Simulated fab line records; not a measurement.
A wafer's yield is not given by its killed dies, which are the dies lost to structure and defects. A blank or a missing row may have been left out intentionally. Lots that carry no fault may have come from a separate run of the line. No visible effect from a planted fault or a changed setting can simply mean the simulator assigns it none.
Chamber matching    flow n5Finfet    rieDiel-01 running N5_HKMG_FIN_ETCH_67: 4 sister chambers
The step etches SOC in N2/H2, stops on TiN, target depth 388.9 nm. 4 wafers are shown with their chamber, then 8 later ones without.

== EACH WAFER AND ITS CHAMBER ==
wafer   chamber  showerheadPlenumPTorr (Torr)
L083.2  2        2.41
L084.4  3        2.69
L090.5  1        2.43
L091.2  0        2.59

== WAFERS WHOSE CHAMBER IS MISSING ==
wafer   showerheadPlenumPTorr (Torr)
L091.3  2.68
L091.5  2.43
L095.1  2.67
L095.3  2.42
L095.5  2.42
L097.2  2.72
L097.3  2.42
L097.4  2.67

== WHICH CHAMBER EACH ONE RAN IN ==
wafer    from the rows above       in truth
L091.3   3                         3
L091.5   can't be placed: 1 or 2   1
L095.1   3                         3
L095.3   can't be placed: 2 or 1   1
L095.5   can't be placed: 2 or 1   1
L097.2   3                         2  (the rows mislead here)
L097.3   can't be placed: 2 or 1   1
L097.4   3                         3
Placed correctly: 3 of 8. From these rows, 4 cannot be placed; in 4 the true chamber is one of the candidates. Number placed wrongly: 1.
How it was worked out, from the rows above alone: a wafer's distance from a chamber is the root of the sum, over the readings, of the square of ((its reading less the chamber's mean) divided by the reading's scatter). The wafer belongs to the nearest chamber; if the next one is less than 2 further off, it can't be placed. For every chamber, the mean is computed from those of its wafers that are shown. The scatter (one wafer shown for each chamber): square how far every hidden wafer sits from the nearest shown wafer, average those squares and take the square root.
